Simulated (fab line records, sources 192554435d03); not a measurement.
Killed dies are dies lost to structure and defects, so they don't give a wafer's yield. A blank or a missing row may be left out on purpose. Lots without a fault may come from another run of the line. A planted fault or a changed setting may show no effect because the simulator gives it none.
fab line records | flow n5_finfet
record lots=5 wafers=15 last_day=19
route steps=1938 shown BEOL_M11@1560 PASSIVATION@1936
lots that met no fault: from a run of the same line without faults
start_h: hours from the record's first day to the start of the lot's first wafer shown | wait_h: hours since the lot's step before | " the same as in the row above | L1.1+2: a row that stands for several wafers | - no value, or no start given | * or withheld: withheld | < > ~ a bound
route shown NAME@n: a module of which the file shows steps, and the number in the route of the first | usual: mean/standard deviation of fault-free wafers | same: alike in all rows | chamber/n: place in a boat | sites: the reading at each site | _std_site: their standard deviation | _edge_site: outer sites' mean less inner sites' | radius_mm: how far each site lies from the wafer's centre | mask NAME#n: copy n | behind: the tool/chamber that last shaped the wafer | hold: why the lot was held/for how many hours/how that ended | device: the transistor (n, p or np) that didn't switch | end of line: the same wafers' tests at the end of the route | a step without rows: its recipe alone | killed: dies lost to structure and defects at the first sort, not the wafer's yield | map: a wafer's dies, x killed, . not, _ none there
set.NAME: the setting as run; set.NAME@STEP: as run at that earlier step | model.NAME: the simulator's own value behind a step, which no gauge read
lots at some steps of the route; a table a step, a row a wafer
services: from which hour (start_h, from the record's first day; less than 0 if before it) a tool's chamber was out of use, for how many hours, and why
## steps
# step N5_BEOL_M11_COAT_63
# recipe resist=SOC temp_c=250 time_s=60 spin_rpm=1500 resist_thk_nm=100
# step N5_BEOL_M11_COAT_64
# recipe resist=SiARC temp_c=220 time_s=60 spin_rpm=1500 resist_thk_nm=30
# step N5_BEOL_M11_COAT_22
# recipe resist=CAR-ArF spin_rpm=1500 resist_thk_nm=90
# step N5_BEOL_M11_EBR_24
# recipe solvent=PGMEA ebr_width_mm=1.5
# step N5_BEOL_M11_SOFTBAKE_23
# recipe temp_c=110 time_s=60 resist=CAR-ArF
# step N5_BEOL_M11_EXPOSE_25
# recipe mask_id=V10 na=1.35 source_shape=annular sigma_inner=0.5 sigma_outer=0.8 polarization=unpolarized dose_mj=85.5
# step N5_BEOL_M11_PEB_26
# recipe peb_temp_c=withheld peb_time_s=60 resist=CAR-ArF
# step N5_BEOL_M11_DEVELOP_27
# recipe develop_time_s=30 developer=TMAH resist=CAR-ArF rinse_liquid=diw dry=air_spin dev_temp_c=23
# step N5_BEOL_M11_CD_MEAS_28
# recipe target_cd_nm=70 landing_energy_ev=500 detector=se_inlens polarity=opening
# usual cd_nm=70.2/0.67
# columns lot.wafer tool chamber start_h wait_h cd_nm
L932.1 cd_sem-01 0 255.53 - 69.4
L932.4 " 0 " " 70.3
L932.6 " 0 " " 69.4
L938.1 cd_sem-03 0 295.50 - 70.6
L938.2 " 0 " " 69.9
L938.4 " 0 " " 70.9
L949.1 cd_sem-03 0 368.01 - 70.8
L949.3 " 0 " " 70.3
L949.4 " 0 " " 70.0
L954.2 cd_sem-03 0 400.54 - 69.3
L954.5 " 0 " " 70.2
L954.6 " 0 " " 70.6
L955.1 cd_sem-01 0 406.47 - 70.4
L955.4 " 0 " " 69.8
L955.6 " 0 " " 69.6
# step N5_BEOL_M11_OVL_MEAS_29
# recipe points_per_wafer=44
# usual V10_OVL=-0.4/0.67
# columns lot.wafer tool chamber start_h wait_h V10_OVL[nm]
L932.1 overlay-01 0 255.57 0.0 -0.3
L932.4 " 0 " " -0.4
L932.6 " 0 " " -0.1
L938.1 overlay-01 0 295.57 0.1 0.8
L938.2 " 0 " " 0.0
L938.4 " 0 " " -1.2
L949.1 overlay-02 0 368.04 0.0 -1.1
L949.3 " 0 " " -0.1
L949.4 " 0 " " -0.4
L954.2 overlay-01 0 400.57 0.0 -0.5
L954.5 " 0 " " -0.3
L954.6 " 0 " " -1.1
L955.1 overlay-01 0 406.51 0.0 -1.4
L955.4 " 0 " " -0.6
L955.6 " 0 " " -0.2
# step N5_BEOL_M11_INSPECT_30
# recipe mode=adi inspect_instrument=brightfield
# usual raw_defect_count=393/84
# columns lot.wafer tool chamber start_h wait_h raw_defect_count
L932.1 defect_inspect-02 - 255.59 0.0 404
L932.4 " - " " 439
L932.6 " - " " 521
L938.1 defect_inspect-01 - 295.60 0.0 437
L938.2 " - " " 348
L938.4 " - " " 398
L949.1 defect_inspect-01 - 368.06 0.0 423
L949.3 " - " " 426
L949.4 " - " " 570
L954.2 defect_inspect-02 - 400.60 0.0 592
L954.5 " - " " 456
L954.6 " - " " 397
L955.1 defect_inspect-02 - 406.53 0.0 445
L955.4 " - " " 299
L955.6 " - " " 332
# step N5_BEOL_M11_DESCUM_33
# recipe chemistry=O2 time_s=7.9 source_power_w=50 bias_power_w=20 pressure_mtorr=20 rf_frequency_hz=2.712e+07 temp_c=40 resist=CAR-ArF o2_flow_sccm=225
# usual drypump_motor_current_A=5.8/0.55 oes_product_au=0.80/0.07 rf_vpp_V=243.4/1.4 showerhead_plenum_p_Torr=2.11/0.073 throttle_valve_pct=20.43/0.18
# columns lot.wafer tool chamber start_h wait_h drypump_motor_current_A oes_product_au rf_hours_counter_h rf_vpp_V showerhead_plenum_p_Torr throttle_valve_pct
L932.1 rie_diel-04 2 255.62 0.0 6.2 0.75 152 240.9 2.02 20.65
L932.4 " 0 " " 5.4 0.91 36 246.5 2.23 20.25
L932.6 " 0 " " 5.3 0.90 - 245.2 2.23 20.26
L938.1 rie_diel-04 0 295.67 0.1 5.4 0.89 47 244.5 2.23 20.28
L938.2 " 3 " " 5.8 0.86 60 242.7 2.13 20.33
L938.4 " 2 " " 6.2 0.75 163 241.0 2.02 20.69
L949.1 rie_diel-04 0 368.51 0.4 5.3 0.86 68 245.1 2.22 20.30
L949.3 " 1 " " 5.9 0.73 201 243.9 2.16 20.57
L949.4 " 3 " " 5.8 0.83 80 245.1 2.12 20.38
L954.2 rie_diel-06 0 400.69 0.1 6.3 0.81 100 242.7 2.11 20.29
L954.5 " 0 " " 6.2 0.80 - 242.1 2.11 20.29
L954.6 " 3 " " 5.1 0.94 - 244.7 2.23 20.50
L955.1 rie_diel-01 2 406.57 0.0 4.8 0.71 213 241.1 1.98 20.52
L955.4 " 1 " " 6.7 0.75 150 243.1 2.10 20.44
L955.6 " 3 " " 5.4 0.81 - 242.7 2.03 20.14
# step N5_BEOL_M11_ETCH_65
# recipe chemistry=CF4 target=SiARC target_depth_a=390 mask_material=CAR-ArF time_s=65 ion_energy_ev=80 pressure_mtorr=40 source_w=545 bias_w=36 Ar_flow_sccm=100 cf4_flow_sccm=100 ends=cleared
# usual drypump_motor_current_A=5.8/0.54 etch_rf_on_time_s=64.7/1 oes_product_au=0.68/0.061 rf_vpp_V=184.3/1.2 showerhead_plenum_p_Torr=2.16/0.07 throttle_valve_pct=15.61/0.19
# columns lot.wafer tool chamber start_h wait_h drypump_motor_current_A etch_rf_on_time_s oes_product_au rf_hours_counter_h rf_vpp_V showerhead_plenum_p_Torr throttle_valve_pct
L932.1 rie_diel-04 2 255.66 0.0 6.2 65.5 0.64 152 183.0 2.07 15.81
L932.4 " 0 " " 5.3 64.7 0.77 36 185.5 2.27 15.37
L932.6 " 0 " " 5.4 64.6 0.78 - 185.1 2.27 15.37
L938.1 rie_diel-04 0 295.71 0.0 5.4 64.5 0.75 47 186.3 2.26 15.39
L938.2 " 3 " " 5.8 64.6 0.73 60 184.1 2.17 15.44
L938.4 " 2 " " 6.2 65.3 0.63 163 183.4 2.07 15.84
L949.1 rie_diel-04 0 368.55 0.0 5.4 64.7 0.74 68 186.2 2.25 15.44
L949.3 " 1 " " 5.9 74.1 0.57 201 185.5 2.21 15.79
L949.4 " 3 " " 5.8 65.4 0.70 80 184.0 2.16 15.49
L954.2 rie_diel-06 0 400.73 0.0 6.3 63.9 0.69 100 183.7 2.16 15.47
L954.5 " 0 " " 6.3 64.1 0.69 - 184.8 2.16 15.49
L954.6 " 3 " " 5.1 63.8 0.81 - 187.1 2.27 15.57
L955.1 rie_diel-01 2 406.60 0.0 4.9 64.7 0.61 213 181.9 2.04 15.79
L955.4 " 1 " " 6.8 64.6 0.64 150 184.5 2.14 15.62
L955.6 " 3 " " 5.4 63.2 0.70 - 183.1 2.09 15.35
# step N5_BEOL_M11_ETCH_66
# recipe chemistry=N2/H2 target=SOC target_depth_a=1200 overetch_a=240 mask_material=SiARC temp_c=40 time_s=180 ion_energy_ev=200 pressure_mtorr=30 source_w=840 bias_w=150 n2_flow_sccm=200 h2_flow_sccm=200
# usual drypump_motor_current_A=5.8/0.55 oes_product_au=0.64/0.054 rf_vpp_V=524.4/2.5 showerhead_plenum_p_Torr=2.56/0.092 throttle_valve_pct=17.84/0.2
# columns lot.wafer tool chamber start_h wait_h drypump_motor_current_A oes_product_au rf_hours_counter_h rf_vpp_V showerhead_plenum_p_Torr throttle_valve_pct
L932.1 rie_diel-04 2 255.71 0.0 6.2 0.61 152 522.8 2.44 18.07
L932.4 " 0 " " 5.3 0.74 36 528.0 2.70 17.61
L932.6 " 0 " " 5.4 0.73 - 527.9 2.70 17.60
L938.1 rie_diel-04 0 295.76 0.0 5.4 0.72 47 527.3 2.70 17.61
L938.2 " 3 " " 5.8 0.69 60 524.3 2.57 17.66
L938.4 " 2 " " 6.2 0.60 163 522.2 2.43 18.10
L949.1 rie_diel-04 0 368.60 0.0 5.4 0.69 68 527.2 2.69 17.64
L949.3 " 1 " " 5.9 0.59 201 526.5 2.63 17.98
L949.4 " 3 " " 5.9 0.67 80 525.3 2.57 17.69
L954.2 rie_diel-06 0 400.78 0.0 6.3 0.65 100 524.6 2.57 17.77
L954.5 " 0 " " 6.3 0.66 - 525.2 2.57 17.75
L954.6 " 3 " " 5.1 0.74 - 527.9 2.71 17.87
L955.1 rie_diel-01 2 406.65 0.0 4.9 0.58 213 521.7 2.41 17.96
L955.4 " 1 " " 6.8 0.61 150 523.6 2.54 17.86
L955.6 " 3 " " 5.4 0.65 - 522.3 2.46 17.50
# step N5_PASSIVATION_PROBE_49
# usual defect_limited_yield=91.5/1.3 killed_at_M0_to_M3=33/10 killed_at_M4_up=13/4 killed_at_contacts=12/6.3 killed_at_front_end=39/11 killed_at_other=3.4/2.6 killed_dies=100/15 killed_open=65/11 killed_short=34/7.8 sort_bin_5_function=5.0/0.89 sort_bin_6_memory=3.2/0.58 sort_n_pass=1080/15 sort_yield_pct=91.5/1.3
# same gross_dies=1180 killed_at_back_side=0 sort_bin_4_leakage[%]=0 sort_bin_8_speed[%]=0
# columns lot.wafer tool chamber start_h wait_h defect_limited_yield[%] killed_at_M0_to_M3 killed_at_M4_up killed_at_contacts killed_at_front_end killed_at_other killed_dies killed_open killed_short sort_bin_5_function[%] sort_bin_6_memory[%] sort_n_pass sort_yield_pct[%]
L932.1 prober-01 - 299.04 0.0 91.2 40 12 22 24 6 104 78 26 5.4 3.2 1076 91.2
L932.4 prober-01 - 299.19 0.2 93.1 18 15 13 35 1 82 51 29 4.0 2.7 1098 93.1
L932.6 prober-01 - 299.29 0.3 90.2 30 9 21 50 6 116 74 42 6.1 3.1 1064 90.2
L949.1 prober-01 - 417.37 0.0 90.0 35 19 9 51 4 118 83 35 5.9 3.6 1062 90.0
L949.3 prober-01 - 417.47 0.1 91.9 31 12 7 40 6 96 64 32 5.0 2.9 1084 91.9
L949.4 prober-01 - 417.52 0.2 92.3 24 17 16 31 3 91 63 27 4.6 2.9 1089 92.3
L954.2 prober-02 - 452.44 0.1 91.4 43 15 11 32 1 102 73 26 5.6 2.8 1078 91.4
L954.5 prober-02 - 452.59 0.2 89.9 47 18 8 43 3 119 81 37 5.3 4.4 1061 89.9
L954.6 prober-02 - 452.64 0.3 90.4 52 16 10 33 2 113 79 33 5.4 3.9 1067 90.4
# killed by level:class
L932.1 MOL_CONTACT_COAG:geometric_particle:open=15 BEOL_M2:geometric_particle:open=11 BEOL_M3:geometric_particle:open=11 STI_FIN_REVEAL:geometric_particle:open=8 FIN_SAQP:geometric_particle:open=7 MOL_CONTACT_COAG:geometric_particle:short=7 BEOL_M4:geometric_particle:open=6 BEOL_M0_SAQP:geometric_particle:short=5
L932.4 FIN_SAQP:geometric_particle:open=15 MOL_CONTACT_COAG:geometric_particle:open=9 BEOL_M4:geometric_particle:open=6 FIN_SAQP:geometric_particle:short=5 MOL_CONTACT_COAG:geometric_particle:short=4 BEOL_M2:geometric_particle:open=4 STARTING-WAFER:geometric_particle:short=4 BEOL_M0_SAQP:geometric_particle:open=3
L932.6 MOL_CONTACT_COAG:geometric_particle:open=17 BEOL_M2:geometric_particle:open=15 STI_FIN_REVEAL:geometric_particle:open=11 FIN_SAQP:geometric_particle:open=8 STI_FIN_REVEAL:geometric_particle:short=7 FIN_SAQP:geometric_particle:short=6 BEOL_M2:geometric_particle:short=6 PASS1_CAP:geometric_particle:short=6
L949.1 FIN_SAQP:geometric_particle:open=13 FIN_SAQP:geometric_particle:short=11 MOL_CONTACT_COAG:geometric_particle:open=9 BEOL_M0_SAQP:geometric_particle:open=8 BEOL_M2:geometric_particle:open=8 DUMMY_GATE:geometric_particle:open=7 BEOL_M0_SAQP:geometric_particle:short=7 ILD0:geometric_particle:open=6
L949.3 DUMMY_GATE:geometric_particle:open=11 BEOL_M1:geometric_particle:open=11 FIN_SAQP:geometric_particle:short=6 FIN_SAQP:geometric_particle:open=6 STI_FIN_REVEAL:geometric_particle:open=6 MOL_CONTACT_COAG:geometric_particle:open=5 BEOL_M3:geometric_particle:open=5 DUMMY_GATE:geometric_particle:short=4
L949.4 MOL_CONTACT_COAG:geometric_particle:open=15 FIN_SAQP:geometric_particle:open=8 BEOL_M4:geometric_particle:short=8 BEOL_M2:geometric_particle:open=6 BEOL_M3:geometric_particle:open=6 STI_FIN_REVEAL:geometric_particle:open=5 BEOL_M4:geometric_particle:open=4 BEOL_M0_SAQP:geometric_particle:short=3
L954.2 BEOL_M2:geometric_particle:open=11 BEOL_M4:geometric_particle:open=11 MOL_CONTACT_COAG:geometric_particle:open=10 BEOL_M0_SAQP:geometric_particle:open=9 BEOL_M0_SAQP:geometric_particle:short=8 FIN_SAQP:geometric_particle:open=7 BEOL_M1:geometric_particle:open=7 FIN_SAQP:geometric_particle:short=5
L954.5 STI_FIN_REVEAL:geometric_particle:open=18 FIN_SAQP:geometric_particle:open=11 BEOL_M0_SAQP:geometric_particle:short=10 BEOL_M1:geometric_particle:open=9 MOL_CONTACT_COAG:geometric_particle:open=7 BEOL_M0_SAQP:geometric_particle:open=7 BEOL_M0:geometric_particle:open=7 BEOL_M2:geometric_particle:open=5
L954.6 BEOL_M0_SAQP:geometric_particle:open=14 BEOL_M0_SAQP:geometric_particle:short=13 BEOL_M2:geometric_particle:open=12 MOL_CONTACT_COAG:geometric_particle:open=9 BEOL_M4:geometric_particle:open=8 FIN_SAQP:geometric_particle:open=6 STI_FIN_REVEAL:geometric_particle:open=5 BEOL_M3:geometric_particle:open=5
## services
# columns tool chamber start_h hours kind
rie_diel-01 2 247.70 9.1 repair
rie_diel-04 2 255.92 2.1 repair
rie_diel-01 3 261.33 9.2 repair
rie_diel-01 - 326.60 0.4 repair
rie_diel-06 3 333.41 3.6 repair
rie_diel-06 3 337.04 - clean
rie_diel-06 3 337.04 - consumable_replace:focus_ring
rie_diel-06 3 337.04 - consumable_replace:showerhead
rie_diel-06 3 337.04 15.9 scheduled_down
rie_diel-06 3 337.04 15.9 vent_cycle
rie_diel-01 - 344.99 2.8 pm
rie_diel-06 1 353.26 - clean
rie_diel-06 1 353.26 - consumable_replace:focus_ring
rie_diel-06 1 353.26 20.5 scheduled_down
rie_diel-06 1 353.26 20.5 vent_cycle
rie_diel-01 1 375.05 1.9 repair
rie_diel-06 3 387.37 2.9 repair
## key
first_sign step=N5_BEOL_M11_ETCH_65 reading=etch_rf_on_time_s direction=up sigmas=9.1 usual=* struck=*
effect none on later readings
met_at N5_BEOL_M11_ETCH_65
struck_wafers L949.3
fault kind=process_parameter_drift tool=rie_diel-04 chamber=1 onset_h=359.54 steps=N5_BEOL_M11_ETCH_65 channel=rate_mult offset=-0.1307 shape=step end_h=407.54
